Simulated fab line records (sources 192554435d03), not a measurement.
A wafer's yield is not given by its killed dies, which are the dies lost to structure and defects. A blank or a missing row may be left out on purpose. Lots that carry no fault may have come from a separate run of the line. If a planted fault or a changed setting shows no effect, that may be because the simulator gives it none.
fab line records	flow n5Finfet
record lots=7	wafers=21
route steps=1938 shown BEOL_M4@1037 BEOL_M5@1140 BEOL_M6@1194
startH: hours from the record's opening day to when the first of the lot's shown wafers began	waitH: hours from the lot's prior step to this one	" unchanged from the row above	L1.1+2: a row that stands for several wafers	- no value present, or no start provided	* or withheld: withheld	< > ~ a bound
route shown NAME@n: a module of which the file shows steps, and the number in the route of the first	usual: average and standard deviation across the fault-free wafers	same: alike in all rows	chamber/n: place in a boat	sites: the reading at each site	_std_site: the standard deviation of these	_edge_site: the outer-site mean with the inner-site mean subtracted	radiusMm: for every site, how far away it sits from the centre of the wafer	mask NAME#n: copy n	behind: the most recent tool/chamber to have shaped the wafer	hold: reason for holding the lot/hours on hold/outcome of the hold	device: the n, p or np transistor that did not switch	end of line: the same wafers' tests at the end of the route	a step with no rows: only its recipe	killed: dies lost to structure and defects at the first sort, not the wafer's yield	map: the dies of a wafer, with x for killed, . for not killed, _ for no die there
set.NAME: setting as actually run; set.NAME@STEP: the setting as run at that earlier step	model.NAME: the simulator's own value behind a step, which no gauge read
lots where settings were altered on purpose, with a table for each step and a row for each wafer
## steps
# step N5_BEOL_M4_DESCUM_16
# recipe chemistry=O2	timeS=7	sourcePowerW=50	biasPowerW=20	pressureMtorr=20	rfFrequencyHz=2.712e+07	tempC=40	resist=CAR-EUV	o2FlowSccm=225
lot.wafer	tool	chamber	startH	waitH	set.timeS	set.spinRpm@BEOL_M4_COAT_05	model.CAR-EUV_of_BEOL_M4_COAT_05.thkNm
L074.1+5	rieDiel-02	2	152.89	0.1	7	1500	26
L074.4	"	0	"	"	7	1375	27.2
L080.2+5	rieDiel-02	3,1	183.43	0.2	7	1500	26
L080.4	"	0	"	"	8.353	1457	25.8
L081.2	rieDiel-03	1	189.83	0.0	7	1500	26
L081.5	"	3	"	"	7.647	1610	24.6
L081.6	"	2	"	"	7.647	1610	24.8
L085.3	rieDiel-03	0	226.26	0.0	7	1398	27
L085.4	"	0	"	"	7.861	1500	25.6
L085.6	"	1	"	"	7.861	1398	26.6
L087.1+2+4	rieDiel-01	0,3,1	232.18	0.2	7	1500	26
L091.1	rieDiel-02	3	249.14	0.0	7	1500	26.2
L091.2+6	"	2,3	"	"	7	1379	27.2
L095.2+6	rieDiel-02	0	293.31	0.0	8.492	1500	25.2
L095.3	"	1	"	"	7	1500	26
# step N5_BEOL_M4_ETCH_74
# recipe chemistry=N2/H2	target=underlayer	targetDepthA=65	maskMaterial=CAR-EUV	timeS=5.2	ionEnergyEv=200	pressureMtorr=30	sourceW=840	biasW=150	n2FlowSccm=200	h2FlowSccm=200	ends=cleared
lot.wafer	tool	chamber	startH	waitH	set.spinRpm@BEOL_M4_COAT_05	set.timeS@BEOL_M4_DESCUM_16	model.CAR-EUV_of_BEOL_M4_COAT_05.thkNm
L074.1+5	rieDiel-02	2	152.92	0.0	1500	7	20.2
L074.4	"	0	"	"	1375	7	21.6
L080.2+5	rieDiel-02	3,1	183.46	0.0	1500	7	20.4
L080.4	"	0	"	"	1457	8.353	20
L081.2	rieDiel-03	1	189.87	0.0	1500	7	20.4
L081.5+6	"	3,2	"	"	1610	7.647	19
L085.3	rieDiel-03	0	226.29	0.0	1398	7	21.4
L085.4	"	0	"	"	1500	7.861	19.8
L085.6	"	1	"	"	1398	7.861	20.8
L087.1	rieDiel-01	0	232.21	0.0	1500	7	20.2
L087.2+4	"	3,1	"	"	1500	7	20.4
L091.1	rieDiel-02	3	249.17	0.0	1500	7	20.4
L091.2+6	"	2,3	"	"	1379	7	21.6
L095.2+6	rieDiel-02	0	293.34	0.0	1500	8.492	19.4
L095.3	"	1	"	"	1500	7	20.2
# step N5_BEOL_M4_ETCH_63
# recipe chemistry=CF4	target=SiARC	targetDepthA=156	maskMaterial=CAR-EUV	timeS=26	ionEnergyEv=80	pressureMtorr=40	sourceW=545	biasW=36	Ar_flow_sccm=100	cf4FlowSccm=100	ends=cleared
lot.wafer	tool	chamber	startH	waitH	set.spinRpm@BEOL_M4_COAT_05	set.timeS@BEOL_M4_DESCUM_16	model.CAR-EUV_of_BEOL_M4_COAT_05.thkNm
L074.1+5	rieDiel-02	1	152.94	0.0	1500	7	11
L074.4	"	0	"	"	1375	7	12.2
L080.2+5	rieDiel-02	3,1	183.48	0.0	1500	7	11.2
L080.4	"	0	"	"	1457	8.353	11
L081.2	rieDiel-03	1	189.89	0.0	1500	7	11.2
L081.5	"	3	"	"	1610	7.647	9.6
L081.6	"	2	"	"	1610	7.647	9.8
L085.3	rieDiel-03	0	226.31	0.0	1398	7	12.2
L085.4	"	0	"	"	1500	7.861	10.6
L085.6	"	1	"	"	1398	7.861	11.6
L087.1	rieDiel-01	0	232.23	0.0	1500	7	11
L087.2+4	"	3,1	"	"	1500	7	11.2
L091.1	rieDiel-02	3	249.19	0.0	1500	7	11.2
L091.2	"	2	"	"	1379	7	12.4
L091.6	"	3	"	"	1379	7	12.2
L095.2	rieDiel-02	0	293.36	0.0	1500	8.492	10.4
L095.3	"	1	"	"	1500	7	11
L095.6	"	0	"	"	1500	8.492	10.2
# step N5_BEOL_M4_EXPOSE_25
# recipe maskId=V3	na=0.33	sourceShape=quasar	sigmaInner=0.2	sigmaOuter=0.8	polarization=unpolarized	defocusNm=5	doseMj=63
lot.wafer	tool	chamber	startH	waitH	mask	set.doseMj
L074.1+4+5	euvScanner-01	0	153.71	-	V3#0	63
L080.2	euvScanner-01	0	184.04	-	V3#0	63
L080.4+5	"	0	"	"	V3#0	67.31
L081.2	euvScanner-01	0	190.57	-	V3#0	66.69
L081.5+6	"	0	"	"	V3#0	63
L085.3	euvScanner-01	0	226.88	-	V3#0	66.46
L085.4+6	"	0	"	"	V3#0	63
L087.1+2+4	euvScanner-02	0	232.91	-	V3#0	63
L091.1	euvScanner-02	0	249.95	-	V3#0	63
L091.2+6	"	0	"	"	V3#0	59.11
L095.2	euvScanner-01	0	294.05	-	V3#0	67.19
L095.3+6	"	0	"	"	V3#0	63
# step N5_BEOL_M4_PEB_26
# recipe pebTempC=100	pebTimeS=60	resist=CAR-EUV
# step N5_BEOL_M4_DEVELOP_27
# recipe developTimeS=30	developer=TMAH	resist=CAR-EUV	rinseLiquid=surfactantRinse	dry=airSpin	devTempC=23
# step N5_BEOL_M4_CD_MEAS_28
# recipe targetCdNm=26.2	landingEnergyEv=500	detector=seInlens	targetCdYNm=24.1	polarity=opening
# usual cdNm=26.19/0.23
lot.wafer	tool	chamber	startH	waitH	set.doseMj@BEOL_M4_EXPOSE_25	cdNm
L074.1	cdSem-02	0	153.86	-	63	26.34
L074.4	"	0	"	"	63	26.31
L074.5	"	0	"	"	63	26.35
L080.2	cdSem-01	0	184.18	-	63	26.44
L080.4	"	0	"	"	67.31	27.19
L080.5	"	0	"	"	67.31	27.59
L081.2	cdSem-01	0	190.70	-	66.69	27.62
L081.5	"	0	"	"	63	26.26
L081.6	"	0	"	"	63	26.23
L085.3	cdSem-01	0	227.01	-	66.46	27.00
L085.4	"	0	"	"	63	26.24
L085.6	"	0	"	"	63	26.37
L087.1	cdSem-02	0	233.06	-	63	26.07
L087.2	"	0	"	"	63	25.89
L087.4	"	0	"	"	63	26.00
L091.1	cdSem-03	0	250.09	-	63	26.33
L091.2	"	0	"	"	59.11	24.95
L091.6	"	0	"	"	59.11	25.31
L095.2	cdSem-02	0	294.18	-	67.19	27.43
L095.3	"	0	"	"	63	26.18
L095.6	"	0	"	"	63	25.95
# step N5_BEOL_M4_ETCH_70
# recipe chemistry=N2/H2	target=SOC	targetDepthA=800	overetchA=240	maskMaterial=SiARC	tempC=40	timeS=130	ionEnergyEv=200	pressureMtorr=30	sourceW=840	biasW=150	n2FlowSccm=200	h2FlowSccm=200
# usual rfVppV=524.0/2.3
lot.wafer	tool	chamber	startH	waitH	set.biasW	rfVppV	model.SiARC_of_BEOL_M4_COAT_68.thkNm
L074.1	rieDiel-01	3	161.46	0.0	150	528.9	5.6
L074.4	"	2	"	"	150	522.9	5.8
L074.5	"	1	"	"	150	524.8	5.8
L080.2	rieDiel-03	2	187.83	0.0	150	520.9	5.8
L080.4	"	2	"	"	150	520.5	5.8
L080.5	"	1	"	"	150	525.0	5.8
L081.2	rieDiel-03	1	191.12	0.0	174.2	578.5	4.6
L081.5	"	3	"	"	174.2	575.5	4.8
L081.6	"	1	"	"	150	525.6	5.8
L085.3	rieDiel-01	2	228.07	0.0	150	522.9	6
L085.4	"	1	"	"	141.9	502.0	6.2
L085.6	"	2	"	"	141.9	506.0	6.4
L087.1	rieDiel-01	1	237.70	0.0	150	522.1	5.8
L087.2	"	2	"	"	150	523.3	5.8
L087.4	"	0	"	"	150	524.4	5.6
L091.1	rieDiel-03	2	251.53	0.0	150	522.3	5.6
L091.2	"	3	"	"	150	522.0	5.8
L091.6	"	0	"	"	150	522.2	5.8
L095.2	rieDiel-02	1	296.04	0.0	123.4	467.1	7.2
L095.3	"	2	"	"	150	525.8	5.8
L095.6	"	1	"	"	150	528.9	5.8
# step N5_BEOL_M5_COAT_66
# recipe resist=SiARC	tempC=220	timeS=60	spinRpm=1500	resistThkNm=12
lot.wafer	tool	chamber	startH	waitH	set.spinRpm	model.SiARC_of_BEOL_M5_COAT_66.thkNm
L074.1+4+5	lithoTrack-02	0	-	-	1500	12
L080.2	lithoTrack-03	0	-	-	1397	12.4
L080.4+5	"	0	"	"	1500	12
L081.2+6	lithoTrack-01	0	-	-	1500	12
L081.5	"	0	"	"	1571	11.6
L085.3+4+6	lithoTrack-03	0	-	-	1500	12
L087.1+2+4	lithoTrack-02	0	-	-	1500	12
L091.1	lithoTrack-02	0	-	-	1500	12
L091.2+6	"	0	"	"	1560	11.8
L095.2+3+6	lithoTrack-03	0	-	-	1500	12
# step N5_BEOL_M5_COAT_22
# recipe resist=CAR-EUV	spinRpm=1500	resistThkNm=30
lot.wafer	tool	chamber	startH	waitH	set.spinRpm	model.CAR-EUV_of_BEOL_M5_COAT_22.thkNm
L074.1	lithoTrack-02	0	-	-	1500	29.8
L074.4+5	"	0	"	"	1500	30
L080.2+4	lithoTrack-03	0	-	-	1500	30
L080.5	"	0	"	"	1500	29.8
L081.2+6	lithoTrack-01	0	-	-	1392	31.2
L081.5	"	0	"	"	1500	30
L085.3+6	lithoTrack-03	0	-	-	1500	30
L085.4	"	0	"	"	1453	30.6
L087.1+2+4	lithoTrack-02	0	-	-	1500	30
L091.1+6	lithoTrack-02	0	-	-	1367	31.4
L091.2	"	0	"	"	1500	30
L095.2+6	lithoTrack-03	0	-	-	1377	31.2
L095.3	"	0	"	"	1500	29.8
# step N5_BEOL_M5_EBR_24
# recipe solvent=PGMEA	ebrWidthMm=1.5
# step N5_BEOL_M5_SOFTBAKE_23
# recipe tempC=110	timeS=60	resist=CAR-EUV
# step N5_BEOL_M5_EXPOSE_25
# recipe maskId=V4	na=0.33	sourceShape=quasar	sigmaInner=0.2	sigmaOuter=0.6	polarization=unpolarized	defocusNm=10	doseMj=52.75
# step N5_BEOL_M5_PEB_26
# recipe pebTempC=100	pebTimeS=60	resist=CAR-EUV
# step N5_BEOL_M5_DEVELOP_27
# recipe developTimeS=30	developer=TMAH	resist=CAR-EUV	rinseLiquid=surfactantRinse	dry=airSpin	devTempC=23
lot.wafer	tool	chamber	startH	waitH	set.spinRpm@BEOL_M5_COAT_22	model.CAR-EUV_of_BEOL_M5_COAT_22.thkNm
L074.1	lithoTrack-03	0	-	-	1500	29.4
L074.4+5	"	0	"	"	1500	29.6
L080.2	lithoTrack-03	0	-	-	1500	29.6
L080.4+5	"	0	"	"	1500	29.4
L081.2+6	lithoTrack-03	0	-	-	1392	30.8
L081.5	"	0	"	"	1500	29.6
L085.3	lithoTrack-01	0	-	-	1500	29.6
L085.4	"	0	"	"	1453	30
L085.6	"	0	"	"	1500	29.4
L087.1	lithoTrack-01	0	-	-	1500	29.6
L087.2+4	"	0	"	"	1500	29.4
L091.1+6	lithoTrack-03	0	-	-	1367	31
L091.2	"	0	"	"	1500	29.6
L095.2+6	lithoTrack-03	0	-	-	1377	30.8
L095.3	"	0	"	"	1500	29.4
# step N5_BEOL_M5_DESCUM_33
# recipe chemistry=O2	timeS=7	sourcePowerW=50	biasPowerW=20	pressureMtorr=20	rfFrequencyHz=2.712e+07	tempC=40	resist=CAR-EUV	o2FlowSccm=225
# step N5_BEOL_M5_ETCH_75
# recipe chemistry=N2/H2	target=underlayer	targetDepthA=65	maskMaterial=CAR-EUV	timeS=5.2	ionEnergyEv=200	pressureMtorr=30	sourceW=840	biasW=150	n2FlowSccm=200	h2FlowSccm=200	ends=cleared
# step N5_BEOL_M5_ETCH_67
# recipe chemistry=CF4	target=SiARC	targetDepthA=156	maskMaterial=CAR-EUV	timeS=26	ionEnergyEv=80	pressureMtorr=40	sourceW=545	biasW=36	Ar_flow_sccm=100	cf4FlowSccm=100	ends=cleared
lot.wafer	tool	chamber	startH	waitH	set.spinRpm@BEOL_M5_COAT_66	set.spinRpm@BEOL_M5_COAT_22	model.CAR-EUV_of_BEOL_M5_COAT_22.thkNm	model.etch.depthNm
L074.1	rieDiel-06	1	169.58	0.0	1500	1500	11	11.95
L074.4	"	0	"	"	1500	1500	11.2	11.98
L074.5	"	1	"	"	1500	1500	11.2	11.99
L080.2	rieDiel-06	3	197.29	0.0	1397	1500	10.8	12.45
L080.4	"	2	"	"	1500	1500	11	12.03
L080.5	"	1	"	"	1500	1500	11	12.01
L081.2	rieDiel-06	3	202.04	0.0	1500	1392	12.4	11.99
L081.5	"	2	"	"	1571	1500	11.4	11.67
L081.6	"	1	"	"	1500	1392	12.4	11.95
L085.3	rieDiel-06	0	237.64	0.0	1500	1500	11.2	11.99
L085.4	"	2	"	"	1500	1453	11.6	11.97
L085.6	"	0	"	"	1500	1500	11	11.99
L087.1	rieDiel-06	1	245.98	0.0	1500	1500	11	12.03
L087.2	"	0	"	"	1500	1500	11	12.06
L087.4	"	3	"	"	1500	1500	11	12.04
L091.1	rieDiel-04	3	264.03	0.0	1500	1367	12.4	12.03
L091.2	"	0	"	"	1560	1500	11.2	11.78
L091.6	"	2	"	"	1560	1367	12.6	11.78
L095.2	rieDiel-04	0	306.91	0.0	1500	1377	12.4	12.02
L095.3	"	1	"	"	1500	1500	11	12.01
L095.6	"	3	"	"	1500	1377	12.4	11.99
# step N5_BEOL_M5_DEP_56
# recipe material=SiCN	targetThkA=80	tempC=withheld	precursor=3MS/NH3	pressureTorr=3	rfW=202	timeS=14
lot.wafer	tool	chamber	startH	waitH	set.timeS	model.SiCN_of_BEOL_M5_DEP_56.thkNm
L074.1	pecvd-02	2	178.46	0.0	15.05	8.6
L074.4	"	2	"	"	15.05	8.8
L074.5	"	0	"	"	14	8.2
L080.2	pecvd-02	0	204.70	0.0	12.33	6.6
L080.4	"	0	"	"	14	8
L080.5	"	2	"	"	12.33	7
L081.2	pecvd-01	0	209.23	0.0	14	7.8
L081.5+6	"	2,0	"	"	14	8
L085.3	pecvd-02	0	244.64	0.0	15.58	9
L085.4+6	"	1,2	"	"	14	8
L087.1+2	pecvd-03	2,0	253.07	0.0	14	7.8
L087.4	"	2	"	"	14	8
L091.1+2	pecvd-02	0,2	270.98	0.0	12.42	7
L091.6	"	1	"	"	14	8.2
L095.2+6	pecvd-03	2,0	314.35	0.0	14	8
L095.3	"	1	"	"	14	7.8
# step N5_BEOL_M6_ILD_DEP_00
# recipe material=SiCOH_lowk	targetThkA=1797.5	tempC=300	precursor=DEMS/porogen	pressureTorr=5	rfW=500	timeS=33.4
lot.wafer	tool	chamber	startH	waitH	set.timeS	model.SiCOH_lowk_of_BEOL_M6_ILD_DEP_00.thkNm
L074.1	pecvd-03	0	178.59	0.0	33.4	176
L074.4	"	0	"	"	31.65	168.6
L074.5	"	1	"	"	31.65	168.4
L080.2	pecvd-04	2	204.83	0.0	33.4	180
L080.4	"	0	"	"	36.82	198.8
L080.5	"	1	"	"	36.82	199.2
L081.2	pecvd-04	1	209.36	0.0	38.37	204.2
L081.5	"	2	"	"	33.4	180.6
L081.6	"	0	"	"	33.4	180
L085.3	pecvd-03	2	244.77	0.0	37.15	198.2
L085.4	"	1	"	"	37.15	202.4
L085.6	"	0	"	"	33.4	182.2
L087.1	pecvd-03	2	253.20	0.0	33.4	178
L087.2	"	1	"	"	33.4	175
L087.4	"	2	"	"	33.4	180.2
L091.1	pecvd-01	0	271.11	0.0	33.4	175.4
L091.2	"	1	"	"	33.4	176.2
L091.6	"	2	"	"	30.51	163.6
L095.2	pecvd-01	1	314.48	0.0	33.4	177.8
L095.3	"	2	"	"	33.4	178.8
L095.6	"	1	"	"	33.4	178.6
# step N5_BEOL_M6_CURE_74
# recipe tempC=385	timeS=240	ambient=He/Ar	material=SiCOH_lowk
lot.wafer	tool	chamber	startH	waitH	set.timeS@BEOL_M6_ILD_DEP_00	model.SiCOH_lowk_of_BEOL_M6_ILD_DEP_00.thkNm
L074.1	uvCure-03	0	178.65	0.0	33.4	151.8
L074.4	"	0	"	"	31.65	145.4
L074.5	"	0	"	"	31.65	145
L080.2	uvCure-01	1	204.98	0.1	33.4	155.2
L080.4	"	1	"	"	36.82	171.6
L080.5	"	1	"	"	36.82	172
L081.2	uvCure-02	0	209.89	0.5	38.37	176.4
L081.5	"	0	"	"	33.4	155.8
L081.6	"	0	"	"	33.4	155.2
L085.3	uvCure-01	2	245.00	0.2	37.15	171.2
L085.4	"	2	"	"	37.15	174.8
L085.6	"	2	"	"	33.4	157
L087.1	uvCure-03	1	253.26	0.0	33.4	153.4
L087.2	"	1	"	"	33.4	151
L087.4	"	1	"	"	33.4	155.4
L091.1	uvCure-02	1	271.21	0.1	33.4	151.2
L091.2	"	1	"	"	33.4	152
L091.6	"	1	"	"	30.51	141
L095.2	uvCure-03	0	314.62	0.1	33.4	153.4
L095.3	"	0	"	"	33.4	154.2
L095.6	"	0	"	"	33.4	154
# step N5_BEOL_M6_THK_MEAS_01
# recipe reads=SiCOH_lowk_of_BEOL_M6_ILD_DEP_00
# usual M6_ILD_THK=154.4/1.8
lot.wafer	tool	chamber	startH	waitH	set.timeS@BEOL_M6_ILD_DEP_00	M6_ILD_THK[nm]
L074.1	filmMetro-02	-	179.16	0.4	33.4	151.7
L074.4	"	-	"	"	31.65	145.3
L074.5	"	-	"	"	31.65	145.0
L080.2	filmMetro-02	-	205.41	0.4	33.4	155.3
L080.4	"	-	"	"	36.82	171.5
L080.5	"	-	"	"	36.82	172.0
L081.2	filmMetro-02	-	210.72	0.7	38.37	176.5
L081.5	"	-	"	"	33.4	155.7
L081.6	"	-	"	"	33.4	155.2
L085.3	filmMetro-02	-	245.35	0.3	37.15	171.0
L085.4	"	-	"	"	37.15	174.7
L085.6	"	-	"	"	33.4	157.0
L087.1	filmMetro-01	-	253.77	0.4	33.4	153.3
L087.2	"	-	"	"	33.4	150.9
L087.4	"	-	"	"	33.4	155.6
L091.1	filmMetro-02	-	271.72	0.4	33.4	151.0
L091.2	"	-	"	"	33.4	152.1
L091.6	"	-	"	"	30.51	140.9
L095.2	filmMetro-01	-	315.05	0.4	33.4	153.5
L095.3	"	-	"	"	33.4	154.0
L095.6	"	-	"	"	33.4	154.0
# step N5_BEOL_M6_DEP_56
# recipe material=SiCN	targetThkA=100	tempC=withheld	precursor=3MS/NH3	pressureTorr=3	rfW=202	timeS=17.5
lot.wafer	tool	chamber	startH	waitH	set.timeS	model.SiCN_of_BEOL_M6_DEP_56.thkNm
L074.1	pecvd-01	1	190.05	0.0	17.5	10
L074.4	"	0	"	"	16.43	9.2
L074.5	"	2	"	"	16.43	9.4
L080.2	pecvd-03	0	212.05	0.0	15.36	8.8
L080.4	"	0	"	"	15.36	9
L080.5	"	2	"	"	17.5	10
L081.2	pecvd-04	0	217.06	0.0	17.5	9.8
L081.5	"	2	"	"	17.5	10.2
L081.6	"	1	"	"	17.5	10
L085.3	pecvd-03	2	251.99	0.0	15.65	8.6
L085.4	"	1	"	"	17.5	9.8
L085.6	"	2	"	"	15.65	8.8
L087.1	pecvd-04	2	261.54	0.0	17.5	10
L087.2+4	"	0,1	"	"	17.5	10.2
L091.1+2	pecvd-04	2,0	277.55	0.0	17.5	10
L091.6	"	0	"	"	15.89	9.2
L095.2	pecvd-01	2	323.53	0.0	17.5	9.8
L095.3	"	0	"	"	17.5	9.6
L095.6	"	1	"	"	17.5	10
## key
split step=N5_BEOL_M4_DESCUM_16	setting=timeS	stated=7	by=wafer
response step=N5_BEOL_M4_DESCUM_16	reading=model.CAR-EUV_of_BEOL_M4_COAT_05.thkNm	slope=-0.0343	per=1%	togetherWith=spinRpm@BEOL_M4_COAT_05	explained=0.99
response step=N5_BEOL_M4_ETCH_74	reading=model.CAR-EUV_of_BEOL_M4_COAT_05.thkNm	slope=-0.0404	per=1%	togetherWith=spinRpm@BEOL_M4_COAT_05	explained=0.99
response step=N5_BEOL_M4_ETCH_63	reading=model.CAR-EUV_of_BEOL_M4_COAT_05.thkNm	slope=-0.0358	per=1%	togetherWith=spinRpm@BEOL_M4_COAT_05	explained=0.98
split step=N5_BEOL_M4_EXPOSE_25	setting=doseMj	stated=63	by=wafer
response step=N5_BEOL_M4_CD_MEAS_28	reading=cdNm	change=+0.18	per=1%	r=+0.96
split step=N5_BEOL_M4_ETCH_70	setting=biasW	stated=150	by=wafer
response step=N5_BEOL_M4_ETCH_70	reading=rfVppV	change=+3.31	per=1%	r=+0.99
response step=N5_BEOL_M4_ETCH_70	reading=model.SiARC_of_BEOL_M4_COAT_68.thkNm	change=-0.0732	per=1%	r=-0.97
split step=N5_BEOL_M5_COAT_66	setting=spinRpm	stated=1500	by=wafer
response step=N5_BEOL_M5_COAT_66	reading=model.SiARC_of_BEOL_M5_COAT_66.thkNm	change=-0.0636	per=1%	r=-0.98
response step=N5_BEOL_M5_ETCH_67	reading=model.etch.depthNm	change=-0.0627	per=1%	r=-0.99
split step=N5_BEOL_M5_COAT_22	setting=spinRpm	stated=1500	by=wafer
response step=N5_BEOL_M5_COAT_22	reading=model.CAR-EUV_of_BEOL_M5_COAT_22.thkNm	change=-0.166	per=1%	r=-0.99
response step=N5_BEOL_M5_DEVELOP_27	reading=model.CAR-EUV_of_BEOL_M5_COAT_22.thkNm	change=-0.164	per=1%	r=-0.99
response step=N5_BEOL_M5_ETCH_67	reading=model.CAR-EUV_of_BEOL_M5_COAT_22.thkNm	change=-0.153	per=1%	r=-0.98
split step=N5_BEOL_M5_DEP_56	setting=timeS	stated=14	by=wafer
response step=N5_BEOL_M5_DEP_56	reading=model.SiCN_of_BEOL_M5_DEP_56.thkNm	change=+0.0946	per=1%	r=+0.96
split step=N5_BEOL_M6_ILD_DEP_00	setting=timeS	stated=33.4	by=wafer
response step=N5_BEOL_M6_ILD_DEP_00	reading=model.SiCOH_lowk_of_BEOL_M6_ILD_DEP_00.thkNm	change=+1.62	per=1%	r=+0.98
response step=N5_BEOL_M6_CURE_74	reading=model.SiCOH_lowk_of_BEOL_M6_ILD_DEP_00.thkNm	change=+1.42	per=1%	r=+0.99
response step=N5_BEOL_M6_THK_MEAS_01	reading=M6_ILD_THK	change=+1.41	per=1%	r=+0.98
split step=N5_BEOL_M6_DEP_56	setting=timeS	stated=17.5	by=wafer
response step=N5_BEOL_M6_DEP_56	reading=model.SiCN_of_BEOL_M6_DEP_56.thkNm	change=+0.0958	per=1%	r=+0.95
split outsideThisFile step=N5_BEOL_M4_COAT_05 setting=spinRpm
# split outsideThisFile: this setting was split too, and the file shows its column; the key of that split is in another file
